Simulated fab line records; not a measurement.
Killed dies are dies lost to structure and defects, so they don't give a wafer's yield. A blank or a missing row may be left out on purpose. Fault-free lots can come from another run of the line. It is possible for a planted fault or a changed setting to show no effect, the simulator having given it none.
fab line records | flow nandHarc
record lots=12 | wafers=36 | lastDay=33
route steps=1302 shown A_ZERO_WELL@405 A_ONON_D1@429 A_CHANNEL_HOLE_D1@463
lots that met no fault: from a run of the same line without faults
startH: hours from the record's opening day to when the first of the lot's shown wafers began | waitH: hours elapsed since this lot's preceding step | " identical to the entry in the row above | L1.1+2: a row that stands for several wafers | - no value, or no start was given | * or withheld: withheld | < > ~ a bound
route shown NAME@n: NAME is a module with steps in the file, n the number in the route of the first one | usual: mean/standard deviation taken from wafers without a fault | same: alike in all rows | chamber/n: place in a boat | sites: readings site by site | _std_site: standard deviation across them | _edge_site: mean of outer sites minus mean of inner sites | radiusMm: for every site, how far away it sits from the centre of the wafer | mask NAME#n: copy n | behind: the last tool/chamber to shape the wafer | hold: what put the lot on hold/how long, in hours/how the hold closed | device: names the non-switching transistor (n, p or np) | end of line: tests of these same wafers at the route's end | for a step that has no rows: nothing shown but its recipe | killed: count of dies lost to structure and defects at first sort (not the wafer's yield) | map: a wafer's dies, x killed, . not, _ none there
set.NAME: the setting as run; set.NAME@STEP: as run at that earlier step | model.NAME: the simulator's own value behind a step, which no gauge read
a sample of lots followed through the steps of the route, with each step as a table and each wafer as a row
services: a tool's chamber out of use, with start hour (startH, from the record's first day; less than 0 if before it), hours out, and reason
## steps
# step NHARC_A_ZERO_WELL_ETCH_13
# recipe targetDepthA=1200 | timeS=40.1 | hbrFlowSccm=150 | cl2FlowSccm=50 | rfW=400 | icpW=400 | biasW=100 | chemistry=HBr/Cl2
# usual drypumpMotorCurrentA=5.6/0.36 | oesProductAu=0.998/0.0064 | rfFwdPowerW=395.3/1.8 | throttleValvePct=26.406/0.0094
lot.wafer | tool     | chamber | startH | waitH | drypumpMotorCurrentA | oesProductAu | rfFwdPowerW | rfHoursCounterH | throttleValvePct
L163.3    | rieSi-02 | 1       | 136.24 | -     | 5.8                  | 0.986        | 397.8       | 0.2             | 26.406
L163.1    | "        | 3       | "      | "     | 5.4                  | 0.993        | 396.3       | 0.3             | 26.395
L163.6    | "        | 0       | "      | "     | 5.5                  | 0.996        | 394.2       | -               | 26.403
L164.2    | rieSi-03 | 0       | 148.28 | -     | 6.6                  | 1.008        | 395.3       | 0.6             | 26.402
L164.3    | "        | 2       | "      | "     | 5.7                  | 1.001        | 395.5       | 0.6             | 26.395
L164.4    | "        | 3       | "      | "     | 5.2                  | 1.006        | 394.5       | 0.6             | 26.427
L166.4    | rieSi-02 | 2       | 171.59 | -     | 5.4                  | 0.995        | 395.4       | 0.5             | 26.399
L166.1    | "        | 3       | "      | "     | 5.4                  | 0.992        | 398.4       | 0.5             | 26.411
L166.5    | "        | 2       | "      | "     | 5.4                  | 0.987        | 395.5       | -               | 26.405
L168.3    | rieSi-05 | 3       | 188.88 | -     | 5.4                  | 1.007        | 394.0       | 0.3             | 26.400
L168.2    | "        | 0       | "      | "     | 5.7                  | 1.007        | 394.1       | 0.3             | 26.399
L168.5    | "        | 2       | "      | "     | 5.5                  | 0.999        | 394.4       | -               | 26.423
L169.1    | rieSi-02 | 2       | 198.27 | -     | 5.4                  | 1.004        | 397.5       | 0.7             | 26.400
L169.2    | "        | 3       | "      | "     | 5.4                  | 0.991        | 396.4       | 0.7             | 26.412
L169.5    | "        | 3       | "      | "     | 5.4                  | 0.993        | 395.8       | -               | 26.425
L171.1    | rieSi-05 | 3       | 221.14 | -     | 5.4                  | 1.005        | 391.8       | 0.5             | 26.406
L171.4    | "        | 2       | "      | "     | 5.5                  | 0.997        | 393.3       | 0.5             | 26.407
L171.6    | "        | 3       | "      | "     | 5.4                  | 0.998        | 393.9       | -               | 26.403
L178.3    | rieSi-02 | 2       | 293.64 | -     | 5.4                  | 1.011        | 394.7       | 0.0             | 26.412
L178.1    | "        | 3       | "      | "     | 5.4                  | 1.000        | 396.6       | 0.0             | 26.429
L178.4    | "        | 1       | "      | "     | 5.8                  | 0.997        | 396.8       | 0.0             | 26.402
L180.3    | rieSi-02 | 0       | 312.98 | -     | 5.5                  | 1.005        | 393.8       | 0.2             | 26.419
L180.4    | "        | 1       | "      | "     | 5.8                  | 0.993        | 399.1       | 0.1             | 26.406
L180.1    | "        | 2       | "      | "     | 5.4                  | 1.002        | 394.7       | 0.2             | 26.406
L179.4    | rieSi-03 | 1       | 313.87 | -     | 6.2                  | 0.983        | 393.8       | 0.5             | 26.415
L179.5    | "        | 1       | "      | "     | 6.2                  | 0.985        | 393.9       | -               | 26.406
L179.6    | "        | 2       | "      | "     | 5.7                  | 0.988        | 395.1       | -               | 26.404
L181.2    | rieSi-05 | 3       | 329.61 | -     | 5.4                  | 0.999        | 393.4       | 0.1             | 26.383
L181.4    | "        | 1       | "      | "     | 5.1                  | 1.009        | 394.5       | 0.2             | 26.397
L181.6    | "        | 3       | "      | "     | 5.4                  | 0.997        | 392.2       | -               | 26.405
L184.1    | rieSi-05 | 1       | 341.16 | -     | 5.1                  | 1.001        | 395.9       | 0.2             | 26.408
L184.4    | "        | 3       | "      | "     | 5.4                  | 0.993        | 393.0       | 0.2             | 26.398
L184.5    | "        | 2       | "      | "     | 5.5                  | 0.995        | 394.1       | -               | 26.405
L186.1    | rieSi-05 | 3       | 366.86 | -     | 5.4                  | 0.998        | 392.7       | 0.3             | 26.409
L186.2    | "        | 1       | "      | "     | 5.2                  | 1.009        | 394.3       | 0.4             | 26.396
L186.6    | "        | 3       | "      | "     | 5.4                  | 0.996        | 392.2       | -               | 26.417
# step NHARC_A_ONON_D1_THK_MEAS_08
# recipe thkMeasGauge=ellipsometry
# usual thkNm=1004/7.7
lot.wafer | tool         | chamber | startH | waitH | thkNm
L163.1    | filmMetro-02 | -       | 159.37 | -     | 1005
L163.3    | "            | -       | "      | "     | 1005
L163.6    | "            | -       | "      | "     | 1005
L164.2    | filmMetro-01 | -       | 171.05 | -     | 998
L164.3    | "            | -       | "      | "     | 998
L164.4    | "            | -       | "      | "     | 996
L166.1    | filmMetro-01 | -       | 194.64 | -     | 1006
L166.4    | "            | -       | "      | "     | 1007
L166.5    | "            | -       | "      | "     | 1007
L168.2    | filmMetro-02 | -       | 213.01 | -     | 981
L168.3    | "            | -       | "      | "     | 981
L168.5    | "            | -       | "      | "     | 982
L169.1    | filmMetro-02 | -       | 223.20 | -     | 999
L169.2    | "            | -       | "      | "     | 998
L169.5    | "            | -       | "      | "     | 1000
L171.1    | filmMetro-01 | -       | 244.55 | -     | 1018
L171.4    | "            | -       | "      | "     | 1015
L171.6    | "            | -       | "      | "     | 1014
L178.1    | filmMetro-02 | -       | 317.16 | -     | 1011
L178.3    | "            | -       | "      | "     | 1012
L178.4    | "            | -       | "      | "     | 1011
L179.4    | filmMetro-02 | -       | 335.70 | -     | 1009
L179.5    | "            | -       | "      | "     | 1008
L179.6    | "            | -       | "      | "     | 1008
L180.1    | filmMetro-01 | -       | 335.71 | -     | 1010
L180.3    | "            | -       | "      | "     | 1009
L180.4    | "            | -       | "      | "     | 1009
L181.2    | filmMetro-01 | -       | 351.83 | -     | 1010
L181.4    | "            | -       | "      | "     | 1011
L181.6    | "            | -       | "      | "     | 1012
L184.1    | filmMetro-02 | -       | 363.39 | -     | 1003
L184.4    | "            | -       | "      | "     | 1005
L184.5    | "            | -       | "      | "     | 1004
L186.1    | filmMetro-02 | -       | 394.95 | -     | 1003
L186.2    | "            | -       | "      | "     | 1006
L186.6    | "            | -       | "      | "     | 1007
# step NHARC_A_ONON_D1_DEP_33
# recipe targetThkA=2000 | tempC=400 | pressureTorr=6.5 | rfW=900 | teosFlowSccm=161.4 | flowSccm=2650 | targetThkNm=200 | gas=O2 | material=SiO2
# usual heaterPowerW=571/120 | rfFwdPowerW=898.2/2.5 | showerheadVppV=1837/85 | throttleValvePct=16.1/0.46
lot.wafer | tool     | chamber | startH | waitH | heaterPowerW | rfFwdPowerW | showerheadVppV | throttleValvePct
L163.3    | pecvd-02 | 1       | 172.69 | 0.1   | 403          | 899.2       | 1980           | 17.0
L163.1    | "        | 2       | "      | "     | 620          | 903.1       | 1862           | 16.2
L163.6    | "        | 1       | "      | "     | 426          | 901.5       | 1980           | 16.8
L164.2    | pecvd-01 | 0       | 182.30 | 0.1   | 504          | 899.2       | 1832           | 15.3
L164.3    | "        | 1       | "      | "     | 652          | 892.8       | 1715           | 15.7
L164.4    | "        | 0       | "      | "     | 506          | 895.0       | 1820           | 15.4
L166.1    | pecvd-02 | 0       | 205.74 | 0.1   | 653          | 899.1       | 1757           | 16.7
L166.5    | "        | 2       | "      | "     | 569          | 899.0       | 1847           | 16.1
L166.4    | "        | 0       | "      | "     | 688          | 898.3       | 1788           | 16.5
L169.2    | pecvd-04 | 0       | 233.00 | 0.1   | 678          | 898.4       | 1750           | 16.1
L169.1    | "        | 1       | "      | "     | 473          | 898.4       | 1807           | 15.8
L169.5    | "        | 2       | "      | "     | 534          | 897.5       | 1958           | 15.4
L168.3    | pecvd-04 | 0       | 233.34 | 0.1   | 699          | 902.2       | 1775           | 16.2
L168.2    | "        | 1       | "      | "     | 430          | 897.8       | 1805           | 15.9
L168.5    | "        | 1       | "      | "     | 443          | 898.5       | 1799           | 15.6
L171.1    | pecvd-02 | 2       | 256.39 | 0.1   | 623          | 895.9       | 1858           | 15.8
L171.6    | "        | 2       | "      | "     | 482          | 894.2       | 1873           | 16.1
L171.4    | "        | 0       | "      | "     | 906          | 538.6       | 1349           | 16.2
L178.3    | pecvd-04 | 2       | 328.43 | 0.2   | 518          | 898.9       | 1912           | 15.7
L178.1    | "        | 1       | "      | "     | 498          | 900.2       | 1810           | 16.0
L178.4    | "        | 2       | "      | "     | 516          | 898.2       | 1921           | 15.6
L180.1    | pecvd-02 | 2       | 346.93 | 0.1   | 648          | 898.2       | 1864           | 16.1
L180.3    | "        | 0       | "      | "     | 756          | 896.2       | 1779           | 16.2
L180.4    | "        | 1       | "      | "     | 400          | 900.7       | 1968           | 16.9
L179.5    | pecvd-04 | 2       | 347.08 | 0.2   | 510          | 900.0       | 1970           | 15.7
L179.4    | "        | 0       | "      | "     | 588          | 897.2       | 1780           | 16.2
L179.6    | "        | 1       | "      | "     | 484          | 898.7       | 1831           | 15.8
L181.2    | pecvd-04 | 1       | 363.91 | 0.1   | 517          | 896.1       | 1817           | 16.3
L181.4    | "        | 0       | "      | "     | 623          | 899.6       | 1773           | 15.8
L181.6    | "        | 2       | "      | "     | 450          | 895.6       | 1918           | 15.8
L184.1    | pecvd-01 | 2       | 381.87 | 0.6   | 697          | 896.9       | 1801           | 16.1
L184.4    | "        | 2       | "      | "     | 678          | 897.3       | 1789           | 16.2
L184.5    | "        | 0       | "      | "     | 511          | 898.5       | 1820           | 15.6
L186.1    | pecvd-04 | 2       | 406.14 | 0.1   | 540          | 899.0       | 1940           | 16.1
L186.2    | "        | 1       | "      | "     | 457          | 897.6       | 1804           | 16.2
L186.6    | "        | 1       | "      | "     | 466          | 896.8       | 1804           | 16.2
# step NHARC_A_ONON_D1_THK_MEAS_34
# recipe thkMeasGauge=ellipsometry
# usual thkNm=200.1/2.6
lot.wafer | tool         | chamber | startH | waitH | thkNm
L163.1    | filmMetro-02 | -       | 173.10 | -     | 196.4
L163.3    | "            | -       | "      | "     | 196.8
L163.6    | "            | -       | "      | "     | 200.7
L164.2    | filmMetro-02 | -       | 182.67 | -     | 199.8
L164.3    | "            | -       | "      | "     | 203.5
L164.4    | "            | -       | "      | "     | 206.6
L166.1    | filmMetro-01 | -       | 206.11 | -     | 199.1
L166.4    | "            | -       | "      | "     | 202.4
L166.5    | "            | -       | "      | "     | 200.5
L169.1    | filmMetro-01 | -       | 233.37 | -     | 200.2
L169.2    | "            | -       | "      | "     | 198.9
L169.5    | "            | -       | "      | "     | 199.2
L168.2    | filmMetro-01 | -       | 233.71 | -     | 202.4
L168.3    | "            | -       | "      | "     | 201.2
L168.5    | "            | -       | "      | "     | 203.0
L171.1    | filmMetro-01 | -       | 256.76 | -     | 195.1
L171.4    | "            | -       | "      | "     | 173.2
L171.6    | "            | -       | "      | "     | 198.4
L178.1    | filmMetro-01 | -       | 328.84 | -     | 199.8
L178.3    | "            | -       | "      | "     | 196.5
L178.4    | "            | -       | "      | "     | 200.4
L180.1    | filmMetro-02 | -       | 347.35 | -     | 197.8
L180.3    | "            | -       | "      | "     | 199.0
L180.4    | "            | -       | "      | "     | 198.3
L179.4    | filmMetro-01 | -       | 347.36 | -     | 199.4
L179.5    | "            | -       | "      | "     | 197.8
L179.6    | "            | -       | "      | "     | 200.3
L181.2    | filmMetro-01 | -       | 364.28 | -     | 196.4
L181.4    | "            | -       | "      | "     | 201.0
L181.6    | "            | -       | "      | "     | 197.6
L184.1    | filmMetro-01 | -       | 382.24 | -     | 198.2
L184.4    | "            | -       | "      | "     | 203.4
L184.5    | "            | -       | "      | "     | 204.3
L186.1    | filmMetro-01 | -       | 406.56 | -     | 199.5
L186.2    | "            | -       | "      | "     | 196.2
L186.6    | "            | -       | "      | "     | 200.4
# step NHARC_A_CHANNEL_HOLE_D1_OVL_MEAS_11
# usual overlayXNm=0.4/0.75 | overlayYNm=0.3/0.85
lot.wafer | tool       | chamber | startH | waitH | overlayXNm | overlayYNm
L163.1    | overlay-01 | -       | 175.97 | -     | 0.7        | -0.4
L163.3    | "          | -       | "      | "     | 0.2        | -0.4
L163.6    | "          | -       | "      | "     | -0.1       | -0.3
L164.2    | overlay-02 | -       | 185.43 | -     | 0.9        | 0.5
L164.3    | "          | -       | "      | "     | 0.7        | 0.5
L164.4    | "          | -       | "      | "     | 0.2        | 0.3
L166.1    | overlay-02 | -       | 209.51 | -     | 2.0        | 1.2
L166.4    | "          | -       | "      | "     | 2.6        | 1.7
L166.5    | "          | -       | "      | "     | 1.9        | 1.8
L169.1    | overlay-01 | -       | 237.16 | -     | 0.6        | 0.3
L169.2    | "          | -       | "      | "     | 0.5        | 0.6
L169.5    | "          | -       | "      | "     | 0.4        | 0.2
L168.2    | overlay-01 | -       | 237.77 | -     | 0.2        | -0.4
L168.3    | "          | -       | "      | "     | 0.4        | -0.5
L168.5    | "          | -       | "      | "     | -0.1       | -0.6
L171.1    | overlay-01 | -       | 261.64 | -     | -0.1       | -0.1
L171.4    | "          | -       | "      | "     | 0.1        | -0.4
L171.6    | "          | -       | "      | "     | 0.4        | 0.0
L178.1    | overlay-01 | -       | 332.35 | -     | 0.7        | 1.8
L178.3    | "          | -       | "      | "     | 1.0        | 1.8
L178.4    | "          | -       | "      | "     | 1.5        | 2.2
L180.1    | overlay-01 | -       | 352.14 | -     | 0.5        | -0.7
L180.3    | "          | -       | "      | "     | 0.7        | -0.9
L180.4    | "          | -       | "      | "     | 0.5        | -1.0
L179.4    | overlay-02 | -       | 352.70 | -     | 1.1        | -0.5
L179.5    | "          | -       | "      | "     | 1.6        | -1.3
L179.6    | "          | -       | "      | "     | 0.7        | -0.1
L181.2    | overlay-01 | -       | 367.14 | -     | -1.1       | 0.0
L181.4    | "          | -       | "      | "     | -0.1       | -0.1
L181.6    | "          | -       | "      | "     | 0.0        | -0.1
L184.1    | overlay-01 | -       | 385.11 | -     | 0.4        | -0.6
L184.4    | "          | -       | "      | "     | 0.9        | -0.8
L184.5    | "          | -       | "      | "     | 0.3        | -0.9
L186.1    | overlay-01 | -       | 409.41 | -     | -0.2       | -0.5
L186.2    | "          | -       | "      | "     | -0.1       | -0.6
L186.6    | "          | -       | "      | "     | 0.0        | -0.7
## services
tool     | chamber | startH | hours | kind
rieSi-05 | -       | 128.00 | 9.0   | pm
pecvd-02 | 1       | 128.57 | 1.9   | repair
pecvd-01 | -       | 130.30 | 13.0  | pm
rieSi-05 | -       | 139.42 | 0.2   | repair
rieSi-03 | 3       | 152.89 | 14.4  | repair
rieSi-02 | 3       | 165.49 | 6.1   | repair
pecvd-04 | 2       | 169.62 | 30.8  | repair
rieSi-03 | 1       | 171.80 | 1.8   | repair
pecvd-02 | -       | 184.44 | 0.5   | repair
pecvd-04 | -       | 197.32 | 5.5   | repair
rieSi-03 | -       | 221.00 | 9.0   | pm
pecvd-02 | -       | 227.00 | 13.0  | pm
pecvd-04 | 2       | 239.83 | 11.2  | repair
pecvd-01 | -       | 260.23 | 0.2   | repair
rieSi-03 | 3       | 261.62 | 12.0  | repair
pecvd-04 | -       | 269.18 | 13.0  | pm
rieSi-02 | -       | 277.00 | 9.0   | pm
rieSi-05 | -       | 299.72 | 0.9   | repair
pecvd-04 | -       | 303.80 | 1.0   | repair
rieSi-05 | -       | 305.00 | 9.0   | pm
pecvd-02 | 0       | 305.80 | 3.8   | repair
pecvd-01 | -       | 311.30 | 13.0  | pm
rieSi-02 | 2       | 373.88 | 5.7   | repair
rieSi-03 | -       | 398.00 | 9.0   | pm
## key
firstSign step=NHARC_A_ONON_D1_DEP_33 | reading=rfFwdPowerW | direction=down | sigmas=99+ | usual=* | struck=*
effect step=NHARC_A_ONON_D1_DEP_33 | reading=showerheadVppV | direction=down | sigmas=5.8 | usual=1837 | struck=1349
effect step=NHARC_A_ONON_D1_THK_MEAS_34 | reading=thkNm | direction=down | sigmas=10 | usual=200.1 | struck=173.2
metAt NHARC_A_ONON_D1_DEP_33
struckLots L171
struckWafers L171.4
testerLeftOut L171
notActingAt NHARC_A_ZERO_WELL_ETCH_13,NHARC_A_ONON_D1_THK_MEAS_08,NHARC_A_CHANNEL_HOLE_D1_OVL_MEAS_11
onsetBetween 205.74 256.39
fault kind=processParameterDrift | tool=pecvd-02 | chamber=0 | onsetH=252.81 | steps=NHARC_A_ONON_D1_DEP_33 | channel=rfW | offset=* | shape=step | endH=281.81 | actsIn=* | stated=*
# testerLeftOut: of these lots the tester's yield and bins aren't shown, on N5 and GAA mostly nor the transistor test; their killed dies are dies lost to structure and defects alone, not to doping, threshold or leakage, so they don't give the yield
